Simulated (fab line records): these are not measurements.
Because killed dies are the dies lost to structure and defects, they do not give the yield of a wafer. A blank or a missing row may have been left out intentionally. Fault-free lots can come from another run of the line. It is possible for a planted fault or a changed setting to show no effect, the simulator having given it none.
Matching of chambers -- flow nandHarc -- rieDiel-03 running NHARC_A_SGD_CUT_ETCH_58: 4 sister chambers
The step etches the open film in CF4, target depth 39 nm, time 65 s. 8 wafers are shown with their chamber, then 10 later ones without.

## EACH WAFER AND ITS CHAMBER
wafer,chamber,showerheadPlenumPTorr (Torr),drypumpMotorCurrentA (A)
L083.5,1,1.78,5.3
L086.5,3,1.83,5.5
L086.6,0,1.75,5.6
L088.1,3,1.83,5.6
L088.3,2,1.81,6.1
L088.5,2,1.80,6.1
L090.1,1,1.78,5.3
L090.3,0,1.75,5.6

## WAFERS WITHOUT THEIR CHAMBER
wafer,showerheadPlenumPTorr (Torr),drypumpMotorCurrentA (A)
L090.4,1.80,6.1
L091.1,1.78,5.3
L091.2,1.83,5.5
L091.6,1.80,6.1
L092.1,1.78,5.3
L092.4,1.83,5.6
L092.6,1.80,6.0
L093.1,1.75,5.6
L093.2,1.78,5.3
L093.6,1.80,6.1

## WHICH CHAMBER EACH ONE RAN IN
wafer,from the rows above,in truth
L090.4,2,2
L091.1,1,1
L091.2,3,3
L091.6,2,2
L092.1,1,1
L092.4,3,3
L092.6,2,2
L093.1,0,0
L093.2,1,1
L093.6,2,2
Correctly placed: 10 of 10. Can't be placed from these rows: 0. 0 placed wrongly.
How it was worked out, from the rows above alone: a wafer's distance from a chamber is the root of the sum, over the readings, of the square of ((its reading less the chamber's mean) divided by the reading's scatter). If the next closest chamber is less than 2 further off than the closest, the wafer can't be placed; otherwise it belongs to the closest. The mean given for a chamber averages the wafers shown for that chamber. The scatter is the square root of a quotient: the sum, over the shown wafers, of each reading's squared deviation from its chamber's mean, divided by wafers minus chambers.
